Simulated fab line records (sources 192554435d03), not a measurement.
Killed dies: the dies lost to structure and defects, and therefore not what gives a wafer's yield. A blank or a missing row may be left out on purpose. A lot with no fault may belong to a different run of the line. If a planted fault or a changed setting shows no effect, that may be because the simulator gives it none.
Chamber matching	flow n5Finfet	N5_BEOL_M6_STRIP_19 on rieDiel-06 has 4 sister chambers
The step strips in O2. 8 wafers are shown with their chamber, then 9 later ones without.

## WAFERS PAIRED WITH THEIR CHAMBERS
wafer	chamber	showerheadPlenumPTorr (Torr)	throttleValvePct (%)
L078.6	0	2.02	16.75
L080.2	0	2.02	16.75
L080.5	1	2.03	16.14
L083.5	3	2.03	16.72
L083.6	2	2.15	16.49
L088.1	3	2.02	16.78
L088.5	2	2.15	16.49
L088.6	1	2.02	16.19

## WAFERS WHOSE CHAMBER IS MISSING
wafer	showerheadPlenumPTorr (Torr)	throttleValvePct (%)
L087.1	2.15	16.52
L087.3	2.02	16.18
L087.6	2.01	16.81
L094.1	2.02	16.21
L094.5	2.02	16.80
L094.6	2.01	16.84
L097.2	2.14	16.54
L097.3	2.02	16.24
L097.5	2.14	16.56

## EACH ONE'S CHAMBER
wafer	from the rows above	in truth
L087.1	2	2
L087.3	1	1
L087.6	can't be placed: 0 or 3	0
L094.1	1	1
L094.5	can't be placed: 0 or 3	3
L094.6	can't be placed: 0 or 3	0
L097.2	2	2
L097.3	1	1
L097.5	2	2
Correct placement for 6 of the 9. Unplaceable from these rows: 3, with the true chamber sitting among the candidates in 3. Wrongly placed: 0.
How it was worked out, from the rows above alone: a wafer's distance from a chamber is the root of the sum, over the readings, of the square of ((its reading less the chamber's mean) divided by the reading's scatter). If the next closest chamber is less than 2 further off than the closest, the wafer can't be placed; otherwise it belongs to the closest. Each chamber's mean is taken over the wafers shown for it. The scatter: the root of (the sum of the squares of (reading less its chamber's mean) over the shown wafers, divided by (wafers less chambers)).
